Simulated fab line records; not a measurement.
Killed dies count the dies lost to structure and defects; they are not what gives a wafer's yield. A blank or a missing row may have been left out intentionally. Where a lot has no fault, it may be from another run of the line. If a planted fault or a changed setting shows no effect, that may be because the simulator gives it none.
Matching of chambers | flow nandHarc | pecvd-01 running NHARC_A_STAIRCASE_DEP_156: 3 sister chambers
The step deposits SiNx, target thk 50 nm. 6 wafers are shown with their chamber, then 7 later ones without.

## WAFERS PAIRED WITH THEIR CHAMBERS
wafer  | chamber | heaterPowerW (W)
L083.2 | 0       | 691
L083.4 | 0       | 689
L086.3 | 1       | 644
L086.4 | 2       | 705
L087.2 | 1       | 599
L087.3 | 2       | 617

## WAFERS WHOSE CHAMBER IS MISSING
wafer  | heaterPowerW (W)
L087.4 | 598
L090.1 | 708
L090.4 | 563
L090.6 | 685
L096.2 | 662
L096.3 | 680
L096.6 | 669

## WHICH CHAMBER EACH ONE RAN IN
wafer  | from the rows above          | in truth
L087.4 | can't be placed: 1 or 2 or 0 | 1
L090.1 | can't be placed: 0 or 2 or 1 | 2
L090.4 | can't be placed: 1 or 2 or 0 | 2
L090.6 | can't be placed: 0 or 2 or 1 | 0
L096.2 | can't be placed: 2 or 0 or 1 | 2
L096.3 | can't be placed: 0 or 2 or 1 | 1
L096.6 | can't be placed: 2 or 0 or 1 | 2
0 of 7 placed correctly. Unplaceable from these rows: 7, with the true chamber sitting among the candidates in 7. 0 placed wrongly.
How it was worked out, from the rows above alone: a wafer's distance from a chamber is the root of the sum, over the readings, of the square of ((its reading less the chamber's mean) divided by the reading's scatter). If the next closest chamber is less than 2 further off than the closest, the wafer can't be placed; otherwise it belongs to the closest. A chamber's mean is the mean of its shown wafers. The scatter: take each reading less its chamber's mean, square it, sum over the shown wafers, divide by the number of wafers less the number of chambers, and take the root.
